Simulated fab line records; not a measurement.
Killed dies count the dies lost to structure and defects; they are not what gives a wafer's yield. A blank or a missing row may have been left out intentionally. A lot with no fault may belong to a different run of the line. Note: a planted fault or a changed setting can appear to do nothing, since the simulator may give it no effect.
Split-lot trial -- flow n5_finfet -- 7 lots, 21 wafers read, on a route of 1938 steps

## SPLIT DETAILS
At N5_BEOL_M8_ETCH_66 (etches SOC in N2/H2, target depth 80 nm, overetch 16 nm, time 120 s), the setting bias_w was moved away from the recipe's 150 W on 9 of the 21 wafers read, by -12.9% to +16.7%. This setting was run at the recipe's value on the other wafers.

The split's own step is where the reading is taken.

## THE READING
rf_vpp_V, in V, at N5_BEOL_M8_ETCH_66 (etches SOC in N2/H2, target depth 80 nm, overetch 16 nm, time 120 s). Typical for fault-free wafers on this fab line: 525.1 V, with standard deviation 2.1 V.

wafer,"tool, chamber at the split","bias_w as run, W",against the recipe,"rf_vpp_V, V",against lot-mates on the recipe
L076.3,"rie_diel-05, 1",150,recipe,526.6,-
L076.4,"rie_diel-05, 2",168.8,+12.5%,567.8,+41.6
L076.6,"rie_diel-05, 1",150,recipe,525.8,-
L079.1,"rie_diel-05, 0",150,recipe,521.0,-
L079.4,"rie_diel-05, 2",150,recipe,526.2,-
L079.6,"rie_diel-05, 2",150,recipe,525.3,-
L086.1,"rie_diel-01, 0",150,recipe,529.1,-
L086.2,"rie_diel-01, 1",175.1,+16.7%,583.3,+57.0
L086.3,"rie_diel-01, 2",150,recipe,523.5,-
L091.1,"rie_diel-05, 2",130.6,-12.9%,481.5,-46.2
L091.2,"rie_diel-05, 1",150,recipe,527.7,-
L091.4,"rie_diel-05, 3",130.6,-12.9%,479.7,-48.0
L094.1,"rie_diel-05, 3",157.9,+5.3%,539.7,+13.7
L094.2,"rie_diel-05, 1",157.9,+5.3%,544.7,+18.7
L094.6,"rie_diel-05, 1",150,recipe,526.0,-
L092.2,"rie_diel-02, 3",150,recipe,522.7,-
L092.4,"rie_diel-02, 2",157.7,+5.1%,546.1,+23.4
L092.6,"rie_diel-02, 1",157.7,+5.1%,541.7,+19.0
L096.1,"rie_diel-02, 0",150,recipe,523.3,-
L096.2,"rie_diel-02, 1",150,recipe,527.5,-
L096.6,"rie_diel-02, 3",166.8,+11.2%,558.9,+33.5

FIT RESULTS
A straight line over all 21 wafers: rf_vpp_V changes by +3.39 V for each +1% of bias_w; r = +0.99; the points scatter about the line by 2.4 V.
The same after taking each lot's own level away (the mean of its wafers on the recipe; 21 wafers): +3.46 V for each +1%; r = +0.99; scatter 2.7 V.
That fit puts the effect of the largest move of bias_w on the reading at 58 V.
The span of the lots' own levels, 522.70 to 527.70 V, comes to 2.4 times the standard deviation stated above.
The two slopes agree, so the slope changes little with the lot-to-lot level.
Check: with one of the wafers moved furthest among these (+16.7%) left out of the fit, the line predicts +57.5 V for it against its lot-mates. It came out at +57 V against them.
Tool readings at the split's step, against how far the setting was moved: rf_vpp_V r = +0.99.

## ADDITIONAL SPLITS CARRIED BY THESE WAFERS
Note: prior to the reading, these wafers also went through further splits. Each is held against what the fit with the lots' levels taken away leaves over:
other split on the same wafers,wafers away from the commonest value,r with rf_vpp_V (lot level and that fit taken away)
N5_BEOL_M6_EXPOSE_25 dose_mj,7,-0.39
N5_BEOL_M6_TRENCH_ETCH_37 bias_w,9,-0.35
N5_BEOL_M6_ETCH_41 time_s,8,-0.07
N5_BEOL_M8_PECVD_70 time_s,5,+0.26
N5_BEOL_M8_EXPOSE_08 dose_mj,9,-0.25
N5_BEOL_M8_COAT_22 spin_rpm,6,-0.04

## FILE'S OWN FIT
rf_vpp_V changes by +3.38 V for each +1% of bias_w, r = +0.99.
